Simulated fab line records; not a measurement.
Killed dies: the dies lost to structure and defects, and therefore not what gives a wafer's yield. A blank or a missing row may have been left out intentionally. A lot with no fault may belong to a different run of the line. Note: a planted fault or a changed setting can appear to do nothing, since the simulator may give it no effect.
Problem report, 8D (eight disciplines) form, completed by code :: flow n5 finfet :: the parts of the form that need people (team, actions taken, sign-off) are left out

## 1. WHAT WENT WRONG
At N5_PMOS_HMC_CHANNEL_EPI_ETCH_32, bias w averages 233.5 W over 2 wafers from 2 lots, while fault-free wafers read 150.0 W, standard deviation 0.41. That is +99 or more standard deviations from the usual mean.
The step: etches BARC in N2/H2, stops on SiO2, target depth 85.8 nm, time 50.3 s.
Seen first at day 3 23:33 on rie diel-02, wafer L431.6. Wafers with a number at this step in the record: 29, from 10 lots. The rule behind "out" and "out of limits": a value lying over 4 standard deviations away from the usual mean. The rest of the wafers with a number are treated as sound.

## 2. WHAT IT IS AND WHAT IT IS NOT
question: which readings at this step
is: bias w, rf vpp V
is not: drypump motor current A, oes product au, showerhead plenum p Torr, throttle valve pct

question: which lots
is: L431, L432
is not: L422, L424, L426, L435, L436, L439, L440, L445

question: which wafers of those lots
is: L431.6, L432.2
is not: L431.1, L431.5, L432.1, L432.4

question: read on which tools
is: rie diel-02
is not: rie diel-01, rie diel-03

question: when
is: from day 3 23:33
is not: up to then (10 sound wafers); but 17 sound wafers of L432, L435, L436, L439, L440, L445 came after

## 3. SUSPECTS, AND WHAT RULES EACH OUT
Counting: any tool at a process step up to the reading remains a suspect provided it ran every lot that is out. Sound lots after the first of them don't rule it out here, since some wafers of a struck lot are sound.
- rie diel-02 at N5_PMOS_HMC_CHANNEL_EPI_ETCH_32 (etches BARC in N2/H2, stops on SiO2, target depth 85.8 nm, time 50.3 s): kept. Every lot that is out went through it, the first being L431 (day 3 23:33); the last sound lot it ran before that was L424 (day 2 05:33). Out on those wafers are its own readings of bias w, rf vpp V.
- In rie diel-02 at N5_PMOS_HMC_CHANNEL_EPI_ETCH_32, the wafers that are out were processed in chamber 0 and their sound lot-mates in chambers 1, 2, 3.
Remaining after the count: rie diel-02 at N5_PMOS_HMC_CHANNEL_EPI_ETCH_32.

## 4. THE CAUSE (what the simulator had put in)
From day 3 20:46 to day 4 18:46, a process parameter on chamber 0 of rie diel-02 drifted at N5_PMOS_HMC_CHANNEL_EPI_ETCH_32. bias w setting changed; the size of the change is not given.
The count eliminated every tool but this one.

## 5. SEQUENCE OF EFFECTS, ordered by route
Each row: a reading where the mean over the struck wafers with a number is more than 3 standard deviations away from the usual. Only readings for which the record gives a usual standard deviation are gone through. hours: the time from each lot's start at the first step in this table that gives one to its start at this step, as a median over the lots. sigmas: the change in usual standard deviations.
hours: 0
step: N5_PMOS_HMC_CHANNEL_EPI_ETCH_32
reading: bias w
usual: 150.0 W
on struck wafers: 233.5
change: +83.5
sigmas: +99 or more

hours: 0
step: N5_PMOS_HMC_CHANNEL_EPI_ETCH_32
reading: rf vpp V
usual: 525.1 V
on struck wafers: 696.2
change: +171.1
sigmas: +74
Its process steps:
- N5_PMOS_HMC_CHANNEL_EPI_ETCH_32: etches BARC in N2/H2, stops on SiO2, target depth 85.8 nm, time 50.3 s.
Later measuring or inspecting steps at which every struck wafer that the step has a row for has a number for every such reading, and none has moved that far: N5_PMOS_HMC_CHANNEL_EPI_INSPECT_30, N5_BEOL_M4_RC_MEAS_101.

## 6. WHAT WOULD HAVE CAUGHT IT SOONER
In this record the first reading out of limits was taken at day 3 23:33, 3 hours after the fault began at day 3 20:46.
